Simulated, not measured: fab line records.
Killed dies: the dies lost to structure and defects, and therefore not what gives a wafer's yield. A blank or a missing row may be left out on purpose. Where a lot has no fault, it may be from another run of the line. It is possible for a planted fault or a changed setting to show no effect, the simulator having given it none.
fab line records -- flow n5_finfet
record: lots: 5, wafers: 15, last_day: 17
route steps=1938 shown FIN_SAQP@108 BEOL_M4@1111 PASSIVATION@1936
lots that met no fault: from a run of the same line without faults
start_h: start of the lot's first displayed wafer, in hours after the record's first day -- wait_h: hours elapsed since this lot's preceding step -- " the same as in the row above -- L1.1+2: a row that stands for several wafers -- - value missing, or start not given -- * or withheld: withheld -- < > ~ a bound
route shown NAME@n: NAME is a module with steps in the file, n the number in the route of the first one -- usual: mean and standard deviation over wafers with no fault -- same: alike in all rows -- chamber/n: place in a boat -- sites: each site's reading -- _std_site: their standard deviation -- _edge_site: mean of outer sites minus mean of inner sites -- radius_mm: for every site, how far away it sits from the centre of the wafer -- mask NAME#n: copy n -- behind: the last tool/chamber to shape the wafer -- hold: why the lot was held/for how many hours/how that ended -- device: the transistor (n, p or np) that didn't switch -- end of line: the tests these same wafers got at the end of their route -- a step given without rows: its recipe and nothing more -- killed: count of dies lost to structure and defects at first sort (not the wafer's yield) -- map: the dies of a wafer, with x for killed, . for not killed, _ for no die there
set.NAME: the setting that was run; set.NAME@STEP: the one run at that earlier step -- model.NAME: the simulator's own value behind a step, which no gauge read
lots at selected steps of the route; one table per step, one row per wafer
services: from which hour (start_h, from the record's first day; less than 0 if before it) a tool's chamber was out of use, for how many hours, and why
== steps ==
step: N5_FIN_SAQP_EXPOSE_13
recipe: mask_id: FIN_CORE, na: 1.35, source_shape: dipole, sigma_inner: 0.538, sigma_outer: 0.738, polarization: te, target_cd_nm: 35.6, dose_mj: 63.25
step: N5_FIN_SAQP_PEB_14
recipe: peb_temp_c: withheld, peb_time_s: 60, resist: CAR-ArF
step: N5_FIN_SAQP_DEVELOP_15
recipe: develop_time_s: 30, developer: TMAH, resist: CAR-ArF, dev_temp_c: 23, rinse_liquid: diw, dry: air_spin
step: N5_FIN_SAQP_CD_MEAS_16
recipe: target_cd_nm: 35.6, landing_energy_ev: 500, detector: se_inlens
usual: cd_nm: 35.8/0.44
lot.wafer,tool,chamber,start_h,wait_h,cd_nm
L675.1,cd_sem-03,0,39.77,-,35.8
L675.3,cd_sem-03,0,39.77,-,35.8
L675.4,cd_sem-03,0,39.77,-,35.4
L677.2,cd_sem-02,0,51.56,-,35.5
L677.3,cd_sem-02,0,51.56,-,36.0
L677.4,cd_sem-02,0,51.56,-,36.0
L685.1,cd_sem-02,0,99.77,-,36.2
L685.3,cd_sem-02,0,99.77,-,35.4
L685.6,cd_sem-02,0,99.77,-,35.5
L687.1,cd_sem-01,0,111.30,-,36.0
L687.2,cd_sem-01,0,111.30,-,36.4
L687.3,cd_sem-01,0,111.30,-,36.1
L695.1,cd_sem-03,0,159.81,-,35.3
L695.4,cd_sem-03,0,159.81,-,35.8
L695.6,cd_sem-03,0,159.81,-,35.9
step: N5_FIN_SAQP_OVL_MEAS_17
recipe: points_per_wafer: 44
usual: FIN_CORE_OVL: -0.6/0.79
lot.wafer,tool,chamber,start_h,wait_h,FIN_CORE_OVL[nm]
L675.1,overlay-01,0,39.81,0.0,-0.4
L675.3,overlay-01,0,39.81,0.0,-1.0
L675.4,overlay-01,0,39.81,0.0,-0.4
L677.2,overlay-01,0,51.59,0.0,-0.1
L677.3,overlay-01,0,51.59,0.0,-0.3
L677.4,overlay-01,0,51.59,0.0,0.7
L685.1,overlay-01,0,99.81,0.0,-1.3
L685.3,overlay-01,0,99.81,0.0,-0.3
L685.6,overlay-01,0,99.81,0.0,-1.8
L687.1,overlay-02,0,111.34,0.0,0.5
L687.2,overlay-02,0,111.34,0.0,-1.3
L687.3,overlay-02,0,111.34,0.0,-0.3
L695.1,overlay-01,0,159.85,0.0,-0.5
L695.4,overlay-01,0,159.85,0.0,-1.4
L695.6,overlay-01,0,159.85,0.0,-0.6
step: N5_FIN_SAQP_INSPECT_18
recipe: mode: adi, inspect_instrument: brightfield
usual: raw_defect_count: 390/130
lot.wafer,tool,chamber,start_h,wait_h,raw_defect_count
L675.1,defect_inspect-01,-,39.83,0.0,436
L675.3,defect_inspect-01,-,39.83,0.0,454
L675.4,defect_inspect-01,-,39.83,0.0,446
L677.2,defect_inspect-01,-,51.62,0.0,239
L677.3,defect_inspect-01,-,51.62,0.0,225
L677.4,defect_inspect-01,-,51.62,0.0,309
L685.1,defect_inspect-01,-,99.84,0.0,378
L685.3,defect_inspect-01,-,99.84,0.0,358
L685.6,defect_inspect-01,-,99.84,0.0,274
L687.1,defect_inspect-02,-,111.36,0.0,282
L687.2,defect_inspect-02,-,111.36,0.0,341
L687.3,defect_inspect-02,-,111.36,0.0,429
L695.1,defect_inspect-02,-,159.88,0.0,570
L695.4,defect_inspect-02,-,159.88,0.0,721
L695.6,defect_inspect-02,-,159.88,0.0,690
step: N5_FIN_SAQP_DESCUM_21
recipe: chemistry: O2, time_s: 7.9, source_power_w: 50, bias_power_w: 20, pressure_mtorr: 20, rf_frequency_hz: 2.712e+07, temp_c: 40, resist: CAR-ArF, o2_flow_sccm: 225
usual: drypump_motor_current_A: 5.6/0.44, oes_product_au: 0.80/0.088, rf_vpp_V: 243.4/1.4, showerhead_plenum_p_Torr: 2.11/0.064, throttle_valve_pct: 20.35/0.3
same: time_s: 7.9
lot.wafer,tool,chamber,start_h,wait_h,drypump_motor_current_A,oes_product_au,rf_hours_counter_h,rf_vpp_V,showerhead_plenum_p_Torr,throttle_valve_pct
L675.1,rie_diel-01,1,39.87,0.0,6.0,0.76,156,241.5,2.04,20.78
L675.3,rie_diel-01,3,39.87,0.0,6.6,0.73,159,244.2,2.18,20.04
L675.4,rie_diel-01,2,39.87,0.0,5.3,0.94,28,245.9,2.12,19.91
L677.2,rie_diel-05,2,51.65,0.0,5.1,0.76,138,243.5,2.17,20.23
L677.3,rie_diel-05,3,51.65,0.0,5.2,0.97,5,243.0,2.03,20.02
L677.4,rie_diel-05,1,51.65,0.0,5.3,0.90,40,246.8,2.20,19.89
L685.1,rie_diel-05,3,100.11,0.3,5.2,0.91,22,242.9,2.03,20.03
L685.3,rie_diel-05,1,100.11,0.3,5.2,0.89,56,245.9,2.19,19.91
L685.6,rie_diel-05,0,100.11,0.3,5.4,0.71,-,240.6,2.07,20.50
L687.1,rie_diel-01,0,112.95,1.6,5.2,0.73,196,244.0,2.17,20.61
L687.2,rie_diel-01,1,112.95,1.6,6.0,0.74,179,240.9,2.03,20.83
L687.3,rie_diel-01,2,112.95,1.6,5.3,0.88,57,243.7,2.11,19.97
L695.1,rie_diel-01,3,159.91,0.0,6.6,0.70,203,244.0,2.16,20.11
L695.4,rie_diel-01,1,159.91,0.0,6.0,0.72,197,242.4,2.03,20.84
L695.6,rie_diel-01,1,159.91,0.0,6.0,0.71,-,240.7,2.03,20.85
step: N5_FIN_SAQP_ETCH_51
recipe: chemistry: CF4, target: SiARC, target_depth_a: 455, mask_material: CAR-ArF, time_s: 75.8, ion_energy_ev: 80, pressure_mtorr: 40, source_w: 545, bias_w: 36, Ar_flow_sccm: 100, cf4_flow_sccm: 100, ends: cleared
usual: drypump_motor_current_A: 5.6/0.44, etch_rf_on_time_s: 75.1/2.2, oes_product_au: 0.68/0.075, rf_vpp_V: 184.4/1.2, showerhead_plenum_p_Torr: 2.15/0.066, throttle_valve_pct: 15.54/0.21
lot.wafer,tool,chamber,start_h,wait_h,drypump_motor_current_A,etch_rf_on_time_s,oes_product_au,rf_hours_counter_h,rf_vpp_V,showerhead_plenum_p_Torr,throttle_valve_pct
L675.1,rie_diel-01,1,39.90,0.0,6.1,75.2,0.65,156,182.7,2.07,15.74
L675.3,rie_diel-01,3,39.90,0.0,6.6,77.1,0.62,159,184.9,2.21,15.27
L675.4,rie_diel-01,2,39.90,0.0,5.3,72.4,0.79,28,184.8,2.18,15.15
L677.2,rie_diel-05,2,51.69,0.0,5.1,79.6,0.63,138,184.8,2.24,15.57
L677.3,rie_diel-05,3,51.69,0.0,5.2,76.2,0.81,5,183.5,2.12,15.36
L677.4,rie_diel-05,1,51.69,0.0,5.3,74.1,0.78,40,185.9,2.27,15.25
L685.1,rie_diel-05,3,100.15,0.0,5.2,76.1,0.77,22,184.6,2.11,15.40
L685.3,rie_diel-05,1,100.15,0.0,5.3,73.4,0.76,56,185.7,2.26,15.30
L685.6,rie_diel-05,0,100.15,0.0,5.4,74.6,0.61,-,185.5,2.11,15.66
L687.1,rie_diel-01,0,112.99,0.0,5.2,74.9,0.62,196,185.9,2.20,15.73
L687.2,rie_diel-01,1,112.99,0.0,6.0,76.1,0.63,179,182.8,2.06,15.80
L687.3,rie_diel-01,2,112.99,0.0,5.3,73.2,0.74,57,185.2,2.17,15.20
L695.1,rie_diel-01,3,159.95,0.0,6.6,78.3,0.58,203,185.9,2.20,15.35
L695.4,rie_diel-01,1,159.95,0.0,6.0,77.3,0.61,197,184.2,2.06,15.82
L695.6,rie_diel-01,1,159.95,0.0,6.0,77.1,0.61,-,183.9,2.06,15.83
step: N5_FIN_SAQP_ETCH_52
recipe: chemistry: N2/H2, target: SOC, target_depth_a: 1000, overetch_a: 200, mask_material: SiARC, temp_c: 40, time_s: 150, ion_energy_ev: 200, pressure_mtorr: 30, source_w: 840, bias_w: 150, n2_flow_sccm: 200, h2_flow_sccm: 200, ends: end_point
usual: drypump_motor_current_A: 5.6/0.44, h2_flow_sccm: 200.0/0.68, oes_product_au: 0.71/0.072, rf_vpp_V: 524.2/2.7, showerhead_plenum_p_Torr: 2.55/0.078, throttle_valve_pct: 17.69/0.28
lot.wafer,tool,chamber,start_h,wait_h,drypump_motor_current_A,h2_flow_sccm,oes_product_au,rf_hours_counter_h,rf_vpp_V,showerhead_plenum_p_Torr,throttle_valve_pct
L675.1,rie_diel-01,1,39.96,0.0,6.0,201.0,0.68,156,520.8,2.45,18.07
L675.3,rie_diel-01,3,39.96,0.0,6.6,201.3,0.65,159,527.0,2.62,17.19
L675.4,rie_diel-01,2,39.96,0.0,5.3,200.1,0.79,28,524.2,2.59,17.37
L677.2,rie_diel-05,2,51.74,0.0,5.1,199.8,0.68,138,527.7,2.65,17.70
L677.3,rie_diel-05,3,51.74,0.0,5.2,200.3,0.84,5,523.0,2.51,17.54
L677.4,rie_diel-05,1,51.74,0.0,5.3,201.8,0.81,40,530.3,2.68,17.30
L685.1,rie_diel-05,3,100.20,0.0,5.2,200.2,0.81,22,522.8,2.50,17.57
L685.3,rie_diel-05,1,100.20,0.0,5.3,200.2,0.78,56,528.9,2.68,17.33
L685.6,rie_diel-05,0,100.20,0.0,5.4,200.6,0.64,-,522.9,2.54,18.05
L687.1,rie_diel-01,0,113.04,0.0,5.2,199.8,0.65,196,526.3,2.61,17.92
L687.2,rie_diel-01,1,113.04,0.0,6.1,199.7,0.66,179,520.0,2.44,18.11
L687.3,rie_diel-01,2,113.04,0.0,5.4,199.4,0.77,57,523.9,2.58,17.45
L695.1,rie_diel-01,3,160.00,0.0,6.6,200.2,0.62,203,526.9,2.60,17.28
L695.4,rie_diel-01,1,160.00,0.0,6.0,200.6,0.66,197,519.8,2.43,18.14
L695.6,rie_diel-01,1,160.00,0.0,6.1,200.3,0.65,-,520.2,2.43,18.13
step: N5_FIN_SAQP_STRIP_53
recipe: chemistry: N2/H2, temp_c: 40, n2_flow_sccm: 200, h2_flow_sccm: 200, rf_frequency_hz: 6e+07
step: N5_FIN_SAQP_HM_OPEN_73
recipe: chemistry: CHF3/O2, target: SiO2, stop_on: a-Si, target_depth_a: 120, over_etch_frac: 1.8, mask_material: SOC, time_s: 16.8, pressure_mtorr: 30, source_w: 650, bias_w: 170, Ar_flow_sccm: 200, CHF3_flow_sccm: 50, O2_flow_sccm: 5, ion_energy_ev: 200, ends: end_point
usual: O2_flow_sccm: 5.001/0.013, drypump_motor_current_A: 5.6/0.44, oes_product_au: 0.47/0.049, rf_vpp_V: 522/18, showerhead_plenum_p_Torr: 2.43/0.073, throttle_valve_pct: 18.75/0.19
lot.wafer,tool,chamber,start_h,wait_h,O2_flow_sccm,drypump_motor_current_A,oes_product_au,rf_hours_counter_h,rf_vpp_V,showerhead_plenum_p_Torr,throttle_valve_pct
L675.1,rie_diel-01,1,40.07,0.0,5.007,6.1,0.45,156,503,2.34,19.01
L675.3,rie_diel-01,3,40.07,0.0,4.982,6.6,0.43,159,516,2.50,18.48
L675.4,rie_diel-01,2,40.07,0.0,5.018,5.3,0.54,28,514,2.47,18.47
L677.2,rie_diel-05,2,51.85,0.0,5.008,5.1,0.46,138,543,2.52,18.78
L677.3,rie_diel-05,3,51.85,0.0,5.006,5.2,0.58,5,565,2.39,18.64
L677.4,rie_diel-05,1,51.85,0.0,4.996,5.3,0.54,40,552,2.55,18.48
L685.1,rie_diel-05,3,100.31,0.0,4.998,5.2,0.54,22,562,2.38,18.65
L685.3,rie_diel-05,1,100.31,0.0,5.000,5.3,0.52,56,552,2.55,18.50
L685.6,rie_diel-05,0,100.31,0.0,4.991,5.4,0.42,-,517,2.38,18.89
L687.1,rie_diel-01,0,113.15,0.0,4.988,5.2,0.43,196,508,2.47,18.87
L687.2,rie_diel-01,1,113.15,0.0,5.024,6.0,0.44,179,502,2.33,19.08
L687.3,rie_diel-01,2,113.15,0.0,5.010,5.3,0.50,57,515,2.46,18.53
L695.1,rie_diel-01,3,160.11,0.0,4.979,6.6,0.41,203,515,2.49,18.53
L695.4,rie_diel-01,1,160.11,0.0,4.985,6.0,0.43,197,503,2.32,19.10
L695.6,rie_diel-01,1,160.11,0.0,5.003,6.0,0.44,-,502,2.32,19.11
step: N5_FIN_SAQP_STRIP_74
recipe: chemistry: CHF3/O2, resist: SiARC, rf_frequency_hz: 6e+07
step: N5_FIN_SAQP_MANDREL_ETCH_22
recipe: target_depth_a: 600, chemistry: HBr/Cl2, target: a-Si, stop_on: SiNx, bt_time_s: 10, over_etch_frac: 0.5, time_s: 30, pressure_mtorr: 10, icp_w: 800, bias_w: 75, HBr_flow_sccm: 150, Cl2_flow_sccm: 80, ends: end_point
usual: drypump_motor_current_A: 5.6/0.5, mfc_cl2_sccm: 80.05/0.23, oes_product_au: 0.766/0.013, throttle_valve_pct: 35.5/0.3
lot.wafer,tool,chamber,start_h,wait_h,drypump_motor_current_A,mfc_cl2_sccm,oes_product_au,rf_hours_counter_h,throttle_valve_pct
L675.1,rie_si-01,1,40.15,0.0,4.9,79.86,0.778,61,35.5
L675.3,rie_si-01,2,40.15,0.0,5.6,80.18,0.748,16,35.5
L675.4,rie_si-01,0,40.15,0.0,4.7,80.00,0.768,52,36.1
L677.2,rie_si-04,2,51.93,0.0,5.8,80.40,0.752,2,35.5
L677.3,rie_si-04,3,51.93,0.0,5.4,80.20,0.781,82,35.2
L677.4,rie_si-04,0,51.93,0.0,5.4,80.21,0.757,131,35.5
L685.1,rie_si-01,1,100.39,0.0,4.9,73.90,0.774,62,35.0
L685.3,rie_si-01,3,100.39,0.0,6.4,80.26,0.753,106,35.0
L685.6,rie_si-01,0,100.39,0.0,4.8,80.27,0.783,-,36.0
L687.1,rie_si-06,0,113.24,0.0,5.1,79.84,0.777,157,35.6
L687.2,rie_si-06,3,113.24,0.0,5.7,79.77,0.751,140,35.8
L687.3,rie_si-06,1,113.24,0.0,6.0,80.18,0.754,2,35.8
L695.1,rie_si-04,2,160.19,0.0,5.7,80.09,0.758,4,35.5
L695.4,rie_si-04,1,160.19,0.0,6.5,80.21,0.788,122,35.7
L695.6,rie_si-04,2,160.19,0.0,5.8,80.08,0.763,-,35.5
step: N5_FIN_SAQP_STRIP_55
recipe: chemistry: N2/H2, power_w: 500, temp_c: 40, pressure_mtorr: 50, rf_frequency_hz: 6e+07, overash_fraction: 0.3, bias_power_w: 28, h2_frac: 0.5, n2_flow_sccm: 300, h2_flow_sccm: 300
usual: drypump_motor_current_A: 5.5/0.37, h2_flow_sccm: 300.1/0.87, oes_product_au: 0.81/0.086, rf_vpp_V: 122.2/1.4, showerhead_plenum_p_Torr: 3.38/0.11, throttle_valve_pct: 18.6/0.39
lot.wafer,tool,chamber,start_h,wait_h,drypump_motor_current_A,h2_flow_sccm,oes_product_au,rf_hours_counter_h,rf_vpp_V,showerhead_plenum_p_Torr,throttle_valve_pct
L675.1,rie_diel-05,2,40.29,0.1,5.1,300.1,0.75,134,122.6,3.50,18.6
L675.3,rie_diel-05,1,40.29,0.1,5.3,300.4,0.89,35,124.6,3.54,18.2
L675.4,rie_diel-05,3,40.29,0.1,5.2,299.3,0.98,1,121.6,3.32,18.4
L677.2,rie_diel-05,3,52.08,0.1,5.2,299.5,0.94,5,120.9,3.32,18.4
L677.3,rie_diel-05,2,52.08,0.1,5.1,300.0,0.76,138,123.1,3.50,18.6
L677.4,rie_diel-05,0,52.08,0.1,5.4,300.9,0.72,180,123.4,3.37,19.0
L685.1,rie_diel-06,1,100.61,0.2,5.6,298.5,0.73,246,122.1,3.33,19.1
L685.3,rie_diel-06,3,100.61,0.2,5.5,301.1,0.76,151,119.6,3.50,18.8
L685.6,rie_diel-06,2,100.61,0.2,5.9,300.6,0.89,-,121.8,3.25,18.2
L687.1,rie_diel-01,0,113.45,0.2,5.2,299.7,0.73,196,121.4,3.45,19.1
L687.2,rie_diel-01,2,113.45,0.2,5.3,301.3,0.88,57,121.7,3.41,18.4
L687.3,rie_diel-01,1,113.45,0.2,6.1,300.3,0.73,180,121.2,3.23,19.4
L695.1,rie_diel-06,3,160.43,0.2,5.5,298.2,0.73,168,123.3,3.49,18.9
L695.4,rie_diel-06,1,160.43,0.2,5.6,300.8,1.00,4,121.4,3.32,18.7
L695.6,rie_diel-06,3,160.43,0.2,5.5,299.2,0.73,-,124.2,3.49,18.9
step: N5_BEOL_M4_RC_MEAS_101
usual: DIBL_N: 36.7/2.6, DIBL_P: 36.9/2.8, IOFF_N: 0.17/0.043, IOFF_P: 0.22/0.05, ION_N: 678/15, ION_P: 465/9.2, SS_N: 71.6/0.79, SS_P: 73.5/0.82, VT_N: 250/3.9, VT_P: -250/3.7
lot.wafer,tool,chamber,start_h,wait_h,DIBL_N[mV/V],DIBL_P[mV/V],IOFF_N[nA/um],IOFF_P[nA/um],ION_N[uA/um],ION_P[uA/um],SS_N[mV/dec],SS_P[mV/dec],VT_N[mV],VT_P[mV]
L675.1,prober-02,0,203.06,0.0,38.1,38.2,0.19,0.25,675,466,71.3,73.5,247,-248
L675.3,prober-02,0,203.06,0.0,38.5,38.1,0.19,0.26,688,478,71.6,74.0,247,-247
L675.4,prober-02,0,203.06,0.0,36.4,35.1,0.15,0.20,678,468,71.5,72.5,249,-250
L677.2,prober-02,0,222.51,0.2,33.7,34.1,0.11,0.17,662,461,71.0,73.3,254,-252
L677.3,prober-02,0,222.51,0.2,37.2,36.5,0.17,0.21,672,463,72.6,73.8,255,-250
L677.4,prober-02,0,222.51,0.2,35.5,35.9,0.15,0.21,695,482,71.2,73.3,249,-246
L685.1,prober-02,0,263.05,0.0,35.8,37.1,0.15,0.19,675,458,71.1,73.5,248,-253
L685.3,prober-02,0,263.05,0.0,34.4,35.6,0.13,0.16,673,460,70.9,72.9,250,-254
L685.6,prober-02,0,263.05,0.0,36.6,37.2,0.16,0.18,680,461,71.4,73.6,251,-253
L687.1,prober-01,0,263.49,0.0,37.0,36.9,0.16,0.21,678,465,70.9,73.8,252,-248
L687.2,prober-01,0,263.49,0.0,34.2,33.8,0.12,0.18,661,462,70.7,73.3,253,-252
L687.3,prober-01,0,263.49,0.0,33.7,32.4,0.12,0.16,681,466,69.8,72.5,252,-251
L695.1,prober-02,0,309.58,0.0,40.2,41.8,0.21,0.26,690,467,72.0,73.5,248,-249
L695.4,prober-02,0,309.58,0.0,38.7,40.5,0.17,0.25,680,474,72.8,73.3,253,-251
L695.6,prober-02,0,309.58,0.0,37.8,39.3,0.15,0.24,662,467,71.0,74.0,254,-251
step: N5_PASSIVATION_PROBE_49
usual: defect_limited_yield: 91.0/1.4, killed_at_M0_to_M3: 36/9.6, killed_at_M4_up: 14/6.1, killed_at_contacts: 13/6.6, killed_at_front_end: 40/11, killed_at_other: 3.2/2.9, killed_dies: 106/17, killed_open: 71/12, killed_short: 33/7.3, sort_bin_5_function: 5.3/1, sort_bin_6_memory: 3.4/0.68, sort_n_pass: 1073/19, sort_yield_pct: 91.0/1.6
same: gross_dies: 1180, killed_at_back_side: 0, sort_bin_4_leakage[%]: 0, sort_bin_8_speed[%]: 0
lot.wafer,tool,chamber,start_h,wait_h,defect_limited_yield[%],killed_at_M0_to_M3,killed_at_M4_up,killed_at_contacts,killed_at_front_end,killed_at_other,killed_dies,killed_open,killed_short,sort_bin_5_function[%],sort_bin_6_memory[%],sort_n_pass,sort_yield_pct[%]
L675.1,prober-01,-,315.19,0.0,91.2,34,11,8,46,5,104,73,30,5.2,3.4,1076,91.2
L675.3,prober-01,-,315.29,0.1,90.4,37,14,10,46,6,113,80,32,5.4,4.0,1067,90.4
L675.4,prober-01,-,315.34,0.2,91.6,33,6,13,44,3,99,72,27,4.2,3.9,1081,91.6
L677.2,prober-01,-,327.24,0.1,90.3,42,26,14,32,0,114,81,26,6.1,3.6,1066,90.3
L677.3,prober-01,-,327.29,0.1,89.6,44,22,12,44,1,123,90,33,6.5,3.6,1057,89.6
L677.4,prober-01,-,327.34,0.2,92.1,37,18,12,23,3,93,55,36,4.4,2.8,1087,92.1
L685.1,prober-02,-,365.94,0.0,92.5,26,14,19,26,4,89,64,24,4.2,3.0,1091,92.5
L685.3,prober-02,-,366.04,0.1,92.5,25,11,23,27,2,88,62,26,4.7,2.6,1092,92.5
L685.6,prober-02,-,366.19,0.3,90.7,39,23,8,34,6,110,76,33,6.0,3.1,1070,90.7
L687.1,prober-01,-,371.41,0.0,90.9,45,5,3,46,8,107,75,31,5.0,4.1,1073,90.9
L687.2,prober-01,-,371.46,0.1,88.6,57,7,7,60,4,135,81,51,6.9,4.1,1045,88.6
L687.3,prober-01,-,371.51,0.1,91.9,33,10,7,43,2,95,59,34,4.7,3.1,1085,91.9
L695.1,prober-01,-,413.89,0.0,92.3,47,14,3,26,1,91,62,27,3.9,3.6,1089,92.3
L695.4,prober-01,-,414.04,0.2,89.8,57,11,4,48,0,120,84,33,6.1,3.9,1060,89.8
L695.6,prober-01,-,414.14,0.3,90.8,33,15,10,44,6,108,65,40,4.8,3.8,1072,90.8
killed by level:class
L675.1 BEOL_M2:geometric_particle:open=11 STI_FIN_REVEAL:geometric_particle:open=10 GATE_CUT:geometric_particle:open=7 MOL_CONTACT_COAG:geometric_particle:open=7 FIN_SAQP:geometric_particle:open=5 BEOL_M5:geometric_particle:open=5 BEOL_M3:geometric_particle:open=5 STARTING-WAFER:geometric_particle:short=5
L675.3 BEOL_M1:geometric_particle:open=9 DUMMY_GATE:geometric_particle:open=8 MOL_CONTACT_COAG:geometric_particle:open=8 STI_FIN_REVEAL:geometric_particle:open=7 BEOL_M0_SAQP:geometric_particle:open=7 BEOL_M4:geometric_particle:open=7 FIN_SAQP:geometric_particle:open=6 GATE_CUT:geometric_particle:short=5
L675.4 STI_FIN_REVEAL:geometric_particle:open=16 MOL_CONTACT_COAG:geometric_particle:open=11 BEOL_M0_SAQP:geometric_particle:open=8 BEOL_M1:geometric_particle:open=8 FIN_SAQP:geometric_particle:short=7 BEOL_M0_SAQP:geometric_particle:short=6 BEOL_M2:geometric_particle:open=6 FIN_SAQP:geometric_particle:open=4
L677.2 MOL_CONTACT_COAG:geometric_particle:open=11 BEOL_M0_SAQP:geometric_particle:open=11 BEOL_M1:geometric_particle:open=11 BEOL_M5:geometric_particle:open=8 STI_FIN_REVEAL:geometric_particle:open=7 BEOL_M2:geometric_particle:open=6 BEOL_M3:geometric_particle:open=6 FIN_SAQP:geometric_particle:open=5
L677.3 BEOL_M4:geometric_particle:open=11 BEOL_M0_SAQP:geometric_particle:open=11 FIN_SAQP:geometric_particle:open=10 FIN_SAQP:geometric_particle:short=10 MOL_CONTACT_COAG:geometric_particle:open=10 BEOL_M2:geometric_particle:open=9 STI_FIN_REVEAL:geometric_particle:open=6 BEOL_M1:geometric_particle:open=6
L677.4 BEOL_M1:geometric_particle:open=12 MOL_CONTACT_COAG:geometric_particle:open=9 BEOL_M4:geometric_particle:open=6 BEOL_M3:geometric_particle:open=5 BEOL_M0_SAQP:geometric_particle:short=5 BEOL_M0_SAQP:geometric_particle:open=5 STI_FIN_REVEAL:geometric_particle:open=4 BEOL_M2:geometric_particle:open=4
L685.1 MOL_CONTACT_COAG:geometric_particle:open=14 BEOL_M4:geometric_particle:open=10 BEOL_M0_SAQP:geometric_particle:short=8 BEOL_M2:geometric_particle:open=7 STI_FIN_REVEAL:geometric_particle:open=5 DUMMY_GATE:geometric_particle:open=5 MOL_CONTACT_COAG:geometric_particle:short=5 BEOL_M1:geometric_particle:open=5
L685.3 MOL_CONTACT_COAG:geometric_particle:open=21 STI_FIN_REVEAL:geometric_particle:open=8 BEOL_M0_SAQP:geometric_particle:short=7 BEOL_M0_SAQP:geometric_particle:open=6 FIN_SAQP:geometric_particle:short=4 STARTING-WAFER:geometric_particle:short=4 BEOL_M5:geometric_particle:open=4 ILD0:geometric_particle:open=3
L685.6 BEOL_M0_SAQP:geometric_particle:open=11 FIN_SAQP:geometric_particle:open=9 BEOL_M4:geometric_particle:open=9 BEOL_M3:geometric_particle:open=8 BEOL_M2:geometric_particle:open=7 STI_FIN_REVEAL:geometric_particle:open=6 GATE_CUT:geometric_particle:short=5 BEOL_M1:geometric_particle:open=5
L687.1 FIN_SAQP:geometric_particle:open=13 STI_FIN_REVEAL:geometric_particle:open=13 BEOL_M0_SAQP:geometric_particle:open=12 BEOL_M2:geometric_particle:open=11 BEOL_M0_SAQP:geometric_particle:short=11 FIN_SAQP:geometric_particle:short=6 STARTING-WAFER:geometric_particle:open=6 STI_FIN_REVEAL:geometric_particle:short=3
L687.2 BEOL_M0_SAQP:geometric_particle:short=22 STI_FIN_REVEAL:geometric_particle:open=19 FIN_SAQP:geometric_particle:open=13 BEOL_M0_SAQP:geometric_particle:open=12 FIN_SAQP:geometric_particle:short=8 BEOL_M2:geometric_particle:open=7 MOL_CONTACT_COAG:geometric_particle:open=6 STI_FIN_REVEAL:geometric_particle:short=4
L687.3 BEOL_M0_SAQP:geometric_particle:open=14 FIN_SAQP:geometric_particle:open=12 FIN_SAQP:geometric_particle:short=9 BEOL_M0_SAQP:geometric_particle:short=8 STI_FIN_REVEAL:geometric_particle:open=7 MOL_CONTACT_COAG:geometric_particle:open=7 STARTING-WAFER:geometric_particle:short=5 BEOL_M3:geometric_particle:open=4
L695.1 BEOL_M0_SAQP:geometric_particle:open=10 BEOL_M2:geometric_particle:open=8 BEOL_M3:geometric_particle:open=8 BEOL_M1:geometric_particle:open=7 BEOL_M0_SAQP:geometric_particle:short=6 BEOL_M4:geometric_particle:open=6 STI_FIN_REVEAL:geometric_particle:open=4 STARTING-WAFER:geometric_particle:short=4
L695.4 BEOL_M0_SAQP:geometric_particle:open=19 BEOL_M0_SAQP:geometric_particle:short=16 STI_FIN_REVEAL:geometric_particle:open=12 FIN_SAQP:geometric_particle:open=9 BEOL_M1:geometric_particle:open=9 FIN_SAQP:geometric_particle:short=6 BEOL_M3:geometric_particle:open=5 BEOL_M8:geometric_particle:open=5
L695.6 FIN_SAQP:geometric_particle:short=9 BEOL_M0_SAQP:geometric_particle:open=9 STI_FIN_REVEAL:geometric_particle:open=8 MOL_CONTACT_COAG:geometric_particle:open=8 BEOL_M0_SAQP:geometric_particle:short=7 GATE_CUT:geometric_particle:short=6 GATE_CUT:geometric_particle:open=5 BEOL_M5:geometric_particle:open=5
== services ==
tool,chamber,start_h,hours,kind
rie_si-01,2,19.43,2.2,repair
rie_diel-05,0,20.37,14.8,repair
rie_si-06,3,21.49,1.0,repair
rie_si-06,3,24.63,3.5,repair
rie_diel-05,3,35.77,2.5,repair
rie_si-04,-,38.15,0.4,repair
rie_diel-05,3,58.57,3.7,repair
rie_diel-01,1,59.16,9.5,repair
rie_si-01,2,65.46,2.9,repair
rie_diel-06,0,66.90,6.4,repair
rie_si-01,3,69.23,6.3,repair
rie_diel-05,1,74.67,4.5,repair
rie_diel-06,-,104.20,14.6,pm
rie_diel-01,0,116.87,1.2,repair
rie_si-01,2,120.02,3.5,repair
rie_diel-06,1,125.03,-,clean
rie_diel-06,1,125.03,-,consumable_replace:focus_ring
rie_diel-06,1,125.03,21.7,scheduled_down
rie_diel-06,1,125.03,21.7,vent_cycle
rie_si-01,-,129.49,14.6,pm
rie_si-04,3,131.65,3.1,repair
rie_si-04,0,155.26,4.9,repair
rie_si-01,-,155.71,0.1,repair
== key ==
first_sign: step: N5_FIN_SAQP_MANDREL_ETCH_22, reading: mfc_cl2_sccm, direction: down, sigmas: 27, usual: 80.05, struck: 73.90
effect none on later readings
met_at N5_FIN_SAQP_MANDREL_ETCH_22
struck_wafers L685.1
onset_between 40.15 100.39
fault: kind: process_parameter_drift, tool: rie_si-01, chamber: 1, onset_h: 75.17, steps: N5_FIN_SAQP_MANDREL_ETCH_22, channel: Cl2_flow_sccm, offset: -6.3825, shape: step, end_h: 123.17, acts_in: these_recipes_only, stated: 80
